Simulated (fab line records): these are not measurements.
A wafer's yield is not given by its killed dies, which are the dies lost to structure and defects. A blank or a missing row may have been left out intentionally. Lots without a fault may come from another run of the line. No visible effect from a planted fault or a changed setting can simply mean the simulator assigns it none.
One fault through the eyes of 2 desks    flow n5 finfet    every desk sees just its own numbers, and what lay behind them comes last

## THE DEFECT DESK
What the inspections along the route counted, lot by lot: means of the sampled wafers that have a number. The brackets show how far a lot's mean lies from the usual mean; more than 4 standard deviations puts the lot out of limits, marked OUT.
Columns: A = raw defect count at N5_BEOL_M5_INSPECT_58, usual 63; B = raw defect count at N5_BEOL_M6_INSPECT_13, usual 391; C = raw defect count at N5_BEOL_M6_INSPECT_30, usual 406
lot   first seen here  A              B    C
L285  day 10 08:00     54             400  405
L286  day 10 11:06     61             362  361
L287  day 10 20:48     76             583  592
L289  day 11 08:15     76             369  349
L288  day 11 09:25     242 (+10) OUT  524  483
L292  day 12 08:31     250 (+10) OUT  558  500
L295  day 12 15:50     61             502  498
L298  day 13 10:03     68             357  421
L300  day 14 05:01     64             409  395
L303  day 14 21:11     42             386  455
This desk finds L288, L292 out of limits, L288 being first, at day 11 09:25 (raw defect count at N5_BEOL_M5_INSPECT_58). In limits: L285, L286, L287, L289, L295, L298, L300, L303.

## DESK OF THE TOOL OWNER: pecvd-04
At N5_BEOL_M5_PRE_CLEAN_55 (time 15 s), the tool's own readings, given per lot that ran on this tool as the mean of the sampled wafers with a number. The brackets show how far a lot's mean lies from the usual mean; more than 4 standard deviations puts the lot out of limits, marked OUT.
Columns: A = rf fwd power W at N5_BEOL_M5_PRE_CLEAN_55, usual 295.2 W
lot   first seen here  A
L287  day 10 20:41     294.2
L289  day 11 08:08     294.1
L288  day 11 09:18     293.8
L292  day 12 08:23     292.7
This desk's finding: nothing out of limits on any of the 4 lots.

## BROUGHT TOGETHER
The defect desk could have raised an alarm at day 11 09:25, on L288, L292.
Nothing out of limits was seen by the tool owner's desk.
On record at the tool owner's desk: L288, L292, within its limits.
Every lot named ran N5_BEOL_M5_PRE_CLEAN_55 on pecvd-04.

## WHAT WAS PUT IN BY THE SIMULATOR
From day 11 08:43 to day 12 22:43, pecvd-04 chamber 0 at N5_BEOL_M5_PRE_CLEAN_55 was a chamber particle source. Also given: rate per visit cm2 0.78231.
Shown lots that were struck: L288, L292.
Hours from the fault's start to each desk's first reading out of limits: the defect desk, 1.
